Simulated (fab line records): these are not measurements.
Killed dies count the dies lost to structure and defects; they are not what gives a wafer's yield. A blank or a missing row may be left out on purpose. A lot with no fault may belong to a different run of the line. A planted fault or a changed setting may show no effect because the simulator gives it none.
Struck lot and sound lot, side by side -- flow n5 finfet -- 14 out of 1938 route steps
Sound: the wafers L197.3, L197.5, L197.6. The struck wafers were L194.2, L194.4, L194.6. The cause is given at the end.
At each step with rows: each side's tool, then ch and its chambers, then its first start. Under that, the readings that differ: sound wafers -- struck wafers -- difference of the means -- sigmas: that difference in standard deviations of wafers without a fault.
alike: readings whose means differ by less than 2 such deviations, and words and numbers that are the same on both sides. not compared: withheld readings, readings that some wafer has no value for, bounds like >300 that may hide the same value, and numbers for which the record gives no deviation and whose values overlap.
The two part at a step that has a row with sigmas, a row that says differs or no value, or rows on one side only. When numbers do not overlap yet have no deviation, they are printed without sigmas and do not part them. A reading that every wafer of one side lacks parts them only if that side has two wafers or more.

N5_BEOL_M10_ETCH_62: etches SOC in N2/H2, target depth 110 nm, overetch 22 nm, time 165 s.
  sound on rie diel-04 ch 0,1,3, day 15 23:17; struck on rie diel-03 ch 0,1,2, day 15 08:59
  alike: drypump motor current A, oes product au, rf vpp V, showerhead plenum p Torr, throttle valve pct
  not compared: rf hours counter h
then, 1 step without rows for these wafers: N5_BEOL_M10_STRIP_68 (strips in N2/H2).
N5_BEOL_M10_STRIP_67: strips in CF4.
  sound on rie diel-04 ch 0,1,3, day 15 23:26; struck on rie diel-03 ch 0,1,2, day 15 09:08
  alike: drypump motor current A, oes product au, rf vpp V, showerhead plenum p Torr, throttle valve pct
  not compared: rf hours counter h
N5_BEOL_M10_HM_OPEN_17: chemistry Cl2/BCl3, target TiN, target depth 20 nm, overetch 6 nm.
  sound on rie metal-03 ch 0,1, day 15 23:30; struck on rie metal-03 ch 1, day 15 09:10
  alike: bcl3 flow sccm, drypump motor current A, oes product au, throttle valve pct
  not compared: rf hours counter h
N5_BEOL_M10_STRIP_19: strips in O2.
  sound on rie diel-03 ch 0,1, day 15 23:35; struck on rie diel-03 ch 0,1, day 15 09:17
  alike: drypump motor current A, oes product au, rf vpp V, showerhead plenum p Torr, throttle valve pct
  not compared: rf hours counter h
N5_BEOL_M10_CD_MEAS_18: pitch 140 nm, target cd 70 nm.
  sound on cd sem-02 at day 15 23:40; struck on cd sem-03 at day 15 09:22
  alike: cd nm
then, 6 steps without rows for these wafers: N5_BEOL_M10_COAT_63 (time 60 s, resist thk 100 nm); N5_BEOL_M10_COAT_64 (time 60 s, resist thk 30 nm); N5_BEOL_M10_COAT_22 (resist thk 90 nm); N5_BEOL_M10_EBR_24; N5_BEOL_M10_SOFTBAKE_23 (time 60 s); N5_BEOL_M10_EXPOSE_25 (exposes mask V9).
N5_BEOL_M10_PEB_26: peb time 60 s.
  sound on litho track-03 ch 0, day 15 23:52; struck on litho track-05, day 15 10:04
  no value came back on the struck wafers for chill plate temp C (C), exhaust pa (Pa), resist line temp C (C); on the sound wafers chill plate temp C (C) reads 23.04 22.78 22.96
then, 1 step without rows for these wafers: N5_BEOL_M10_DEVELOP_27 (develop time 30 s).

WHERE THEY PART
Within this record, at N5_BEOL_M10_PEB_26 only.

WHY: what the simulator had put in
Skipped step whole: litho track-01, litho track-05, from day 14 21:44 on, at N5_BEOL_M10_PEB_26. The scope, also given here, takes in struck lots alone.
